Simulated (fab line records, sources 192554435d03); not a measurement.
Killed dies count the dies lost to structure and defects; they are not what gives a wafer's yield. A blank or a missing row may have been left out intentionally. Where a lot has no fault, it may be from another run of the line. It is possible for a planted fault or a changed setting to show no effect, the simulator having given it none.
Comparing a struck lot with a sound one / flow n5-finfet / 23 steps out of a route of 1938
Sound: the wafers L491.1, L491.4, L491.6. Wafers struck: L492.1, L492.3, L492.4. At the end, the cause is stated.
Per side, at each step with rows, come the tool, then ch with its chambers, and then its first start. Under that, the readings that differ: sound wafers / struck wafers / difference of the means / sigmas: that difference in standard deviations of wafers without a fault.
alike: words and numbers the same on both sides, and readings whose means are apart by under 2 such deviations; not compared: readings that were withheld, readings missing a value for some wafer, numbers with overlapping values and no deviation given by the record, and bounds like >300 which may hide the same value.
A row with sigmas, a row that says differs or no value, or rows on one side alone: a step with any of these is where the two part. Numbers that don't overlap but have no deviation are shown without sigmas and don't part them. A reading that every wafer of one side lacks parts them only if that side has two wafers or more.

first, 10 steps without rows for these wafers: N5_BEOL_M4_DESCUM_16 (chemistry O2, time 7 s); N5_BEOL_M4_ETCH_74 (etches underlayer in N2/H2, target depth 6.5 nm, time 5.2 s); N5_BEOL_M4_ETCH_63 (etches SiARC in CF4, target depth 15.6 nm, time 26 s); N5_BEOL_M4_ETCH_64 (etches SOC in N2/H2, target depth 75 nm, overetch 22.5 nm, time 121.9 s); N5_BEOL_M4_STRIP_65 (strips in N2/H2); N5_BEOL_M4_STRIP_75 (strips in N2/H2); N5_BEOL_M4_STRIP_66 (strips in CF4); N5_BEOL_M4_HM_OPEN_17 (chemistry Cl2/BCl3, target TiN, target depth 20 nm, overetch 6 nm); N5_BEOL_M4_STRIP_19 (strips in O2); N5_BEOL_M4_COAT_67 (time 60 s, resist thk 60 nm).
N5_BEOL_M4_COAT_68: time 60 s, resist thk 12 nm.
  sound on litho-track-04 ch 0, day 11 09:40; struck on litho-track-03 ch 0, day 11 13:29
reading=spin-speed-rpm (rpm); sound=1499.5 1499.5 1500.0; struck=1419.9 1420.4 1421.9; difference=-78.9; sigmas=-79
reading=model.SiARC_of_BEOL_M4_COAT_68.thk-nm (nm); sound=12 12 12; struck=12.4 12.4 12.4; difference=+0.4; sigmas=
then, 9 steps without rows for these wafers: N5_BEOL_M4_COAT_76 (time 60 s, resist thk 5 nm); N5_BEOL_M4_COAT_22 (resist thk 30 nm); N5_BEOL_M4_EBR_24; N5_BEOL_M4_SOFTBAKE_23 (time 60 s); N5_BEOL_M4_EXPOSE_25 (exposes mask V3, defocus 5 nm); N5_BEOL_M4_PEB_26 (peb time 60 s); N5_BEOL_M4_DEVELOP_27 (develop time 30 s); N5_BEOL_M4_DESCUM_33 (chemistry O2, time 7 s); N5_BEOL_M4_ETCH_77 (etches underlayer in N2/H2, target depth 6.5 nm, time 5.2 s).
N5_BEOL_M4_ETCH_69: etches SiARC in CF4, target depth 15.6 nm, time 26 s.
  sound on rie-diel-03 ch 0,1,2, day 11 10:14; struck on rie-diel-05 ch 1,3, day 11 14:04
reading=etch-rf-on-time-s (s); sound=26.5 24.9 24.7; struck=27.6 27.2 27.3; difference=+2.0; sigmas=+2
reading=model.etch.depth-nm (nm); sound=11.96 11.98 11.98; struck=12.42 12.39 12.42; difference=+0.44; sigmas=
  alike: drypump-motor-current-A, oes-product-au, rf-vpp-V, showerhead-plenum-p-Torr, throttle-valve-pct
  not compared: rf-hours-counter-h, model.CAR-EUV_of_BEOL_M4_COAT_22.thk-nm
then, 1 step without rows for these wafers: N5_BEOL_M4_ALD_98 (deposits SiO2, target thk 2.5 nm, pulse time 1 s, co reactant pulse time 1 s).
N5_BEOL_M4_RC_MEAS_101:
  sound on prober-01 ch 0, day 11 18:04; struck on prober-02 ch 0, day 11 22:40
  alike: DIBL_N, DIBL_P, IOFF_N, IOFF_P, ION_N, ION_P, SS_N, SS_P, VT_N, VT_P

WHERE THEY PART
Last at N5_BEOL_M4_ETCH_69 as far as this record goes, first at N5_BEOL_M4_COAT_68. Later steps at which nothing parts them and some readings are alike: N5_BEOL_M4_RC_MEAS_101.

WHY: the cause the simulator had injected
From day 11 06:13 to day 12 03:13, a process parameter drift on litho-track-03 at N5_BEOL_M4_COAT_68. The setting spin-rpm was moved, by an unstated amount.
